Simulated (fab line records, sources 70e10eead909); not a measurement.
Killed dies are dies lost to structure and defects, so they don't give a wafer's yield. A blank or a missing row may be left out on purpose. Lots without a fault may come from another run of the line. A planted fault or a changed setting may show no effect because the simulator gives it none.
A struck lot beside a sound one | flow nand_harc | 15 steps out of a route of 1302
Sound: wafers L749.1, L749.3, L749.4. Struck: wafers L762.2, L762.4, L762.6. The cause comes at the end.
At each step with rows: each side's tool, then ch and its chambers, then its first start. Under that, the readings that differ: sound wafers | struck wafers | difference of the means | sigmas: that difference in standard deviations of wafers without a fault.
alike: readings whose means differ by less than 2 such deviations, and words and numbers that are the same on both sides. not compared: withheld readings, readings that some wafer has no value for, bounds like >300 that may hide the same value, and numbers for which the record gives no deviation and whose values overlap.
The two part at a step that has a row with sigmas, a row that says differs or no value, or rows on one side only. Numbers that don't overlap but have no deviation are shown without sigmas and don't part them. A reading that every wafer of one side lacks parts them only if that side has two wafers or more.

NHARC_P_ZERO_WELL_CD_MEAS_37: target cd 720 nm.
  sound on cd_sem-01 ch 0, day 2 20:21; struck on cd_sem-01 ch 0, day 8 06:08
  alike: cd_nm
then, 1 step without rows for these wafers: NHARC_P_ZERO_WELL_HARDBAKE_38 (time 80 s).
NHARC_P_ZERO_WELL_DESCUM_39: chemistry O2, time 3 s.
  sound on rie_diel-03 ch 0,1,2, day 2 20:31; struck on rie_diel-05 ch 1,2,3, day 8 06:17
  alike: drypump_motor_current_A, oes_product_au, rf_vpp_V, showerhead_plenum_p_Torr, throttle_valve_pct
  not compared: rf_hours_counter_h
then, 9 steps without rows for these wafers: NHARC_P_ZERO_WELL_IMPLANT_40; NHARC_P_ZERO_WELL_IMPLANT_59; NHARC_P_ZERO_WELL_IMPLANT_60; NHARC_P_ZERO_WELL_STRIP_41 (strips in SPM, time 840 s); NHARC_P_ZERO_WELL_DEHYDRATE_44 (time 120 s); NHARC_P_ZERO_WELL_HMDS_45 (time 30 s); NHARC_P_ZERO_WELL_COAT_46; NHARC_P_ZERO_WELL_SOFTBAKE_47 (time 95 s); NHARC_P_ZERO_WELL_EBR_48.
NHARC_P_ZERO_WELL_EXPOSE_49: exposes mask P HVPW, target cd 2000 nm.
  sound on krf_scanner-01 ch 0, day 2 21:50; struck on krf_scanner-02 ch 0, day 8 07:37
  reading                             | sound             | struck               | difference | sigmas
  model.P_ZERO_WELL.overlay_x_nm (nm) | -2.99 -2.99 -2.99 | -34.33 -34.33 -34.33 | -31.34     |
  alike: mask
then, 1 step without rows for these wafers: NHARC_P_ZERO_WELL_PEB_50 (peb time 85 s).
-- the record jumps here: 22 days lie between the struck wafers' starts before and after (it left off in module P_ZERO_WELL and takes up again in module END, whose first step shown is number 1302 of the route) --
NHARC_END_SORT_01:
  sound on prober-01 ch 0, day 25 11:59; struck on prober-02 ch 0, day 30 09:59
  reading         | sound    | struck      | difference | sigmas
  killed_at_array | 52 46 46 | 100 105 111 | +57        | +3
  killed_dies     | 53 50 50 | 107 108 115 | +59        | +3
  alike: killed_at_other, killed_at_periphery, killed_open, killed_short

WHERE THEY PART
Only at NHARC_END_SORT_01, within this record.

WHY: what the simulator had put in
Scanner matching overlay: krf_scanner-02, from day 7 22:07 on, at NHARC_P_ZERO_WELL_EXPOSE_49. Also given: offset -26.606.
